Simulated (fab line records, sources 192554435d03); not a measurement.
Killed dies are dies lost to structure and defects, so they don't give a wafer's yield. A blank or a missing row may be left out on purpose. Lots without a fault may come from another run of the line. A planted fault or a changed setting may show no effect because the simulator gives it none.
fab line records | flow n5_finfet
record lots=7 wafers=20 last_day=20
route steps=1938 shown BEOL_M4@1071
lots that met no fault: from a run of the same line without faults
start_h: hours from the record's first day to the start of the lot's first wafer shown | wait_h: hours since the lot's step before | " the same as in the row above | L1.1+2: a row that stands for several wafers | - no value, or no start given | * or withheld: withheld | < > ~ a bound
route shown NAME@n: a module of which the file shows steps, and the number in the route of the first | usual: mean/standard deviation of fault-free wafers | same: alike in all rows | chamber/n: place in a boat | sites: the reading at each site | _std_site: their standard deviation | _edge_site: outer sites' mean less inner sites' | radius_mm: how far each site lies from the wafer's centre | mask NAME#n: copy n | behind: the tool/chamber that last shaped the wafer | hold: why the lot was held/for how many hours/how that ended | device: the transistor (n, p or np) that didn't switch | end of line: the same wafers' tests at the end of the route | a step without rows: its recipe alone | killed: dies lost to structure and defects at the first sort, not the wafer's yield | map: a wafer's dies, x killed, . not, _ none there
set.NAME: the setting as run; set.NAME@STEP: as run at that earlier step | model.NAME: the simulator's own value behind a step, which no gauge read
lots at some steps of the route; a table a step, a row a wafer
services: from which hour (start_h, from the record's first day; less than 0 if before it) a tool's chamber was out of use, for how many hours, and why
## steps
# step N5_BEOL_M4_ETCH_41
# recipe chemistry=CH3F/O2 target=SiCN target_depth_a=299 taper_deg=2 time_s=52.5 ion_energy_ev=120 mask_material=TiN pressure_mtorr=30 source_w=395 bias_w=75 Ar_flow_sccm=150 CH3F_flow_sccm=30 O2_flow_sccm=20
# step N5_BEOL_M4_STRIP_97
# recipe chemistry=N2/H2 time_s=10 power_w=450 temp_c=40 pressure_mtorr=20 rf_frequency_hz=6e+07 bias_power_w=7 n2_flow_sccm=200 h2_flow_sccm=200
# usual drypump_motor_current_A=5.8/0.42 oes_product_au=0.77/0.057 rf_vpp_V=59.2/0.8 showerhead_plenum_p_Torr=2.57/0.071 throttle_valve_pct=23.68/0.28
# columns lot.wafer tool chamber start_h wait_h drypump_motor_current_A oes_product_au rf_hours_counter_h rf_vpp_V showerhead_plenum_p_Torr throttle_valve_pct
L910.1 rie_diel-04 3 - - 6.5 0.73 202 57.9 2.62 23.24
L910.2 " 2 " " 5.4 0.69 219 58.9 2.61 24.33
L910.4 " 0 " " 6.4 0.90 29 58.6 2.71 23.49
L912.2 rie_diel-01 0 - - 5.7 0.83 86 59.2 2.67 23.84
L912.5 " 1 " " 5.8 0.80 - 58.8 2.56 23.63
L912.6 " 0 " " 5.7 0.84 - 57.5 2.67 23.83
L914.3 rie_diel-06 0 - - 6.0 0.73 204 57.9 2.51 23.98
L914.5 " 1 " " 5.7 0.82 - 59.5 2.56 23.70
L914.6 " 2 " " 5.1 0.73 - 58.6 2.63 23.69
L915.1 rie_diel-04 3 - - 6.5 0.73 206 60.3 2.62 23.27
L915.4 " 0 " " 6.4 0.88 47 58.6 2.70 23.51
L915.5 " 3 " " 6.5 0.74 - 59.3 2.62 23.26
L916.5 rie_diel-06 0 - - 6.0 0.71 - 57.7 2.50 23.99
L916.6 " 3 " " 5.9 0.73 - 58.9 2.52 23.66
L926.4 rie_diel-01 0 - - 5.8 0.80 118 59.6 2.66 23.86
L926.5 " 2 " " 6.3 0.78 - 59.0 2.44 23.78
L926.6 " 3 " " 5.6 0.71 - 59.3 2.52 23.85
L927.1 rie_diel-04 3 - - 6.5 0.71 239 59.9 2.61 23.29
L927.2 " 0 " " 6.4 0.83 73 59.2 2.69 23.56
L927.3 " 2 " " 5.5 0.92 10 58.2 2.60 24.04
# step N5_BEOL_M4_OCD_MEAS_38
# usual trench_depth_nm=55.5/0.62
# columns lot.wafer tool chamber start_h wait_h trench_depth_nm
L910.1 ocd-01 - 252.69 - 55.8
L910.2 " - " " 54.5
L910.4 " - " " 55.8
L912.2 ocd-01 - 252.88 - 55.8
L912.5 " - " " 55.7
L912.6 " - " " 56.1
L914.3 ocd-02 - 261.36 - 55.2
L914.5 " - " " 55.8
L914.6 " - " " 56.6
L915.1 ocd-02 - 283.55 - 55.8
L915.4 " - " " 56.1
L915.5 " - " " 55.5
L916.5 ocd-02 - 284.89 - 54.9
L916.6 " - " " 55.8
L926.4 ocd-01 - 353.82 - 55.9
L926.5 " - " " 55.2
L926.6 " - " " 55.3
L927.1 ocd-01 - 363.32 - 54.8
L927.2 " - " " 55.6
L927.3 " - " " 55.6
# step N5_BEOL_M4_HM_STRIP_39
# recipe chemistry=peroxide_tin_strip material=TiN target_depth_a=250 temp_c=50 time_s=158
# step N5_BEOL_M4_SRD_40
# recipe time_s=30 temp_c=23 rinse_liquid=diw dry=ipa_marangoni
# step N5_BEOL_M4_PRECLEAN_42
# recipe chemistry=residue_remover time_s=60 temp_c=40
# step N5_BEOL_M4_SRD_43
# recipe time_s=30 temp_c=23 rinse_liquid=diw dry=ipa_marangoni
# step N5_BEOL_M4_CD_MEAS_35
# recipe target_cd_nm=18 target_cd_y_nm=22.4 polarity=opening
# usual cd_nm=18.02/0.3
# columns lot.wafer tool chamber start_h wait_h cd_nm
L910.1 cd_sem-03 - 252.94 0.0 17.67
L910.2 " - " " 17.79
L910.4 " - " " 18.36
L912.2 cd_sem-02 - 253.04 0.0 17.92
L912.5 " - " " 17.50
L912.6 " - " " 17.73
L914.3 cd_sem-02 - 261.51 0.0 17.85
L914.5 " - " " 18.32
L914.6 " - " " 18.14
L915.1 cd_sem-01 - 283.71 0.0 18.21
L915.4 " - " " 18.15
L915.5 " - " " 17.91
L916.5 cd_sem-02 - 285.04 0.0 17.78
L916.6 " - " " 17.75
L926.4 cd_sem-01 - 353.98 0.0 17.97
L926.5 " - " " 17.90
L926.6 " - " " 17.56
L927.1 cd_sem-02 - 363.47 0.0 17.99
L927.2 " - " " 18.04
L927.3 " - " " 17.84
# step N5_BEOL_M4_DEGAS_44
# recipe ambient=vacuum temp_c=250 time_s=60
# usual heater_power_w=348/34
# columns lot.wafer tool chamber start_h wait_h heater_power_w
L910.1 pvd_sputter-03 - 253.51 0.6 285
L910.2 " - " " 315
L910.4 " - " " 339
L912.2 pvd_sputter-03 - 253.67 0.6 321
L912.5 " - " " 296
L912.6 " - " " 288
L914.3 pvd_sputter-03 - 262.12 0.6 310
L914.5 " - " " 294
L914.6 " - " " 284
L915.1 pvd_sputter-01 - 283.82 0.1 420
L915.4 " - " " 332
L915.5 " - " " 351
L916.5 pvd_sputter-01 - 286.57 1.5 341
L916.6 " - " " 355
L926.4 pvd_sputter-02 - 354.14 0.2 382
L926.5 " - " " 385
L926.6 " - " " 379
L927.1 pvd_sputter-02 - 363.79 0.3 359
L927.2 " - " " 373
L927.3 " - " " 313
# step N5_BEOL_M4_PRE_CLEAN_45
# recipe gas=H2/He time_s=30 temp_c=250
# step N5_BEOL_M4_ALD_84
# recipe material=TaN target_thk_a=* temp_c=275 ald_precursor_family=PDMAT ald_co_reactant=NH3 pressure_torr=3 carrier_flow_sccm=1500 pulse_time_s=2 purge_time_s=3 co_reactant_purge_time_s=2 co_reactant_pulse_time_s=3 ald_cycles=30 precursor_vessel_temp_c=75 precursor_vessel_pressure_torr=26.25 precursor_vessel_carrier_sccm=1000
# usual heater_power_w=425/52
# columns lot.wafer tool chamber start_h wait_h heater_power_w
L910.1 ald_metal-03 1 253.61 0.0 361
L910.2 " 3 " " 403
L910.4 " 0 " " 434
L912.2 ald_metal-02 2 253.77 0.0 531
L912.5 " 2 " " 522
L912.6 " 1 " " 480
L914.3 ald_metal-02 1 262.23 0.1 502
L914.5 " 3 " " 426
L914.6 " 2 " " 520
L915.1 ald_metal-02 2 284.04 0.2 511
L915.4 " 0 " " 427
L915.5 " 1 " " 501
L916.5 ald_metal-02 2 286.75 0.1 525
L916.6 " 1 " " 492
L926.4 ald_metal-02 0 354.26 0.1 439
L926.5 " 1 " " 497
L926.6 " 0 " " 436
L927.1 ald_metal-03 0 363.89 0.0 436
L927.2 " 1 " " 352
L927.3 " 2 " " 408
# step N5_BEOL_M4_SURFACE_TREAT_85
# recipe gas=Ar time_s=* ion_energy_ev=* ion_current_ma_cm2=0.5 pressure_mtorr=* ar_flow_sccm=30
# usual throttle_valve_pct=*
# columns lot.wafer tool chamber start_h wait_h throttle_valve_pct
L910.1 pvd_sputter-03 - 253.91 0.2 *
L910.2 " - " " *
L910.4 " - " " *
L912.2 pvd_sputter-01 - 254.02 0.1 *
L912.5 " - " " *
L912.6 " - " " *
L914.3 pvd_sputter-03 - 262.54 0.2 *
L914.5 " - " " *
L914.6 " - " " *
L915.1 pvd_sputter-01 - 284.27 0.1 *
L915.4 " - " " *
L915.5 " - " " *
L916.5 pvd_sputter-02 - 286.91 0.1 *
L916.6 " - " " *
L926.4 pvd_sputter-02 - 354.78 0.4 *
L926.5 " - " " *
L926.6 " - " " *
L927.1 pvd_sputter-01 - 364.24 0.2 *
L927.2 " - " " *
L927.3 " - " " *
# step N5_BEOL_M4_CVD_47
# recipe material=Co target_thk_a=30 temp_c=withheld precursor=CCTBA/H2 pressure_torr=30 time_s=223.8
# usual run_length_s=246.7/0.45
# columns lot.wafer tool chamber start_h wait_h run_length_s
L910.1 cvd_co-01 0 253.97 0.0 247.2
L910.2 " 1 " " 246.2
L910.4 " 1 " " 246.5
L912.2 cvd_co-02 0 254.08 0.0 247.1
L912.5 " 1 " " 246.5
L912.6 " 2 " " 247.0
L914.3 cvd_co-02 0 262.71 0.2 246.2
L914.5 " 1 " " 415.0
L914.6 " 0 " " 414.2
L915.1 cvd_co-02 2 284.45 0.2 247.1
L915.4 " 1 " " 246.4
L915.5 " 2 " " 415.8
L916.5 cvd_co-02 2 287.07 0.1 415.3
L916.6 " 1 " " 414.4
L926.4 cvd_co-01 0 354.91 0.1 246.2
L926.5 " 1 " " 246.4
L926.6 " 2 " " 246.8
L927.1 cvd_co-01 0 364.37 0.1 246.0
L927.2 " 1 " " 247.1
L927.3 " 2 " " 246.4
# step N5_BEOL_M4_SPUTTER_48
# recipe material=Cu target_thk_a=45 temp_c=-20 chamber_pressure_pa=0.07 power_w=withheld time_s=8.29
# usual throttle_valve_pct=29.7/1.1
# columns lot.wafer tool chamber start_h wait_h throttle_valve_pct
L910.1 pvd_sputter-01 - 254.14 0.1 28.6
L910.2 " - " " 29.8
L910.4 " - " " 31.2
L912.2 pvd_sputter-03 - 254.31 0.2 28.9
L912.5 " - " " 29.3
L912.6 " - " " 28.2
L914.3 pvd_sputter-03 - 262.92 0.1 29.0
L914.5 " - " " 30.5
L914.6 " - " " 29.2
L915.1 pvd_sputter-01 - 284.63 0.1 30.8
L915.4 " - " " 28.3
L915.5 " - " " 31.2
L916.5 pvd_sputter-02 - 287.21 0.1 30.4
L916.6 " - " " 31.4
L926.4 pvd_sputter-02 - 355.00 0.0 30.0
L926.5 " - " " 31.4
L926.6 " - " " 30.4
L927.1 pvd_sputter-02 - 364.54 0.1 31.1
L927.2 " - " " 29.7
L927.3 " - " " 28.8
# step N5_BEOL_M4_RC_MEAS_101
# usual DIBL_N=36.5/1.2 DIBL_P=36.5/1.6 IOFF_N=0.162/0.023 IOFF_P=0.221/0.03 ION_N=678/8 ION_P=466/6.3 SS_N=71.6/0.46 SS_P=73.3/0.57 VT_N=249.2/2.6 VT_P=-249/3.3
# columns lot.wafer tool chamber start_h wait_h DIBL_N[mV/V] DIBL_P[mV/V] IOFF_N[nA/um] IOFF_P[nA/um] ION_N[uA/um] ION_P[uA/um] SS_N[mV/dec] SS_P[mV/dec] VT_N[mV] VT_P[mV]
L910.1 prober-01 0 257.00 0.0 33.2 33.1 0.115 0.157 663 455 70.6 72.7 252.9 -255
L910.2 " 0 " " 34.5 34.8 0.137 0.185 671 463 71.1 73.2 251.7 -255
L910.4 " 0 " " 34.7 35.0 0.136 0.178 674 464 71.2 73.5 255.9 -254
L912.2 prober-02 0 257.49 0.2 36.9 37.1 0.175 0.222 688 464 71.4 73.4 249.1 -249
L912.5 " 0 " " 36.6 37.1 0.172 0.214 688 464 71.4 73.7 248.2 -254
L912.6 " 0 " " 36.4 36.7 0.159 0.211 670 462 71.0 73.2 250.0 -252
L914.3 prober-01 0 266.31 0.3 38.2 38.9 0.199 0.260 687 467 71.7 74.9 245.0 -247
L914.5 " 0 " " 37.3 37.8 0.168 0.229 671 458 71.9 73.2 252.6 -250
L914.6 " 0 " " 36.4 37.0 0.165 0.218 676 468 71.7 73.2 248.3 -251
L915.1 prober-02 0 287.61 0.0 37.1 37.3 0.189 0.216 674 457 72.2 74.2 248.0 -252
L915.4 " 0 " " 37.2 37.1 0.190 0.208 685 462 71.8 73.6 248.4 -254
L915.5 " 0 " " 36.5 36.4 0.179 0.199 675 457 72.6 74.2 248.9 -252
L916.5 prober-02 0 290.65 0.6 37.1 36.9 0.181 0.263 682 472 72.4 73.9 244.9 -245
L916.6 " 0 " " 36.6 36.3 0.161 0.251 673 465 71.7 72.7 247.8 -245
L926.4 prober-02 0 358.34 0.5 36.3 35.3 0.180 0.254 690 472 71.7 74.0 247.8 -244
L926.5 " 0 " " 33.5 32.8 0.139 0.205 685 474 71.1 72.4 250.6 -247
L926.6 " 0 " " 36.1 35.2 0.184 0.261 698 475 71.4 72.7 244.3 -243
L927.1 prober-02 0 367.40 0.0 38.7 37.2 0.188 0.232 680 459 71.8 73.9 247.1 -250
L927.2 " 0 " " 39.2 38.0 0.191 0.254 684 467 71.3 74.5 246.4 -248
L927.3 " 0 " " 39.6 38.2 0.197 0.256 686 471 71.9 74.1 247.0 -246
## services
# columns tool chamber start_h hours kind
rie_diel-01 - 234.77 2.8 pm
rie_diel-06 3 258.10 3.1 repair
rie_diel-04 3 260.32 20.8 repair
cvd_co-01 - 266.85 28.1 pm
ald_metal-03 0 272.87 29.1 repair
rie_diel-06 1 301.28 8.3 repair
rie_diel-06 - 310.71 2.8 pm
rie_diel-01 0 311.39 14.6 repair
rie_diel-04 2 317.65 - clean
rie_diel-04 2 317.65 - consumable_replace:focus_ring
rie_diel-04 2 317.65 19.5 scheduled_down
rie_diel-04 2 317.65 19.5 vent_cycle
rie_diel-01 1 323.83 2.3 repair
rie_diel-04 0 328.48 9.2 repair
cvd_co-02 1 333.33 - clean
cvd_co-02 1 333.33 22.0 scheduled_down
cvd_co-02 1 333.33 22.0 vent_cycle
rie_diel-01 1 337.50 9.0 repair
cvd_co-02 - 340.26 0.7 repair
## key
first_sign step=N5_BEOL_M4_CVD_47 reading=run_length_s direction=up sigmas=99+ usual=* struck=*
effect none on later readings
met_at N5_BEOL_M4_CVD_47
struck_wafers L914.5,L914.6,L915.5,L916.5,L916.6
onset_between 254.08 262.71
fault kind=process_parameter_drift tool=cvd_co-02 chamber=- onset_h=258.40 steps=N5_BEOL_M4_CVD_47 channel=time_s offset=* shape=step end_h=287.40 scope=struck_wafers_only acts_in=* stated=*
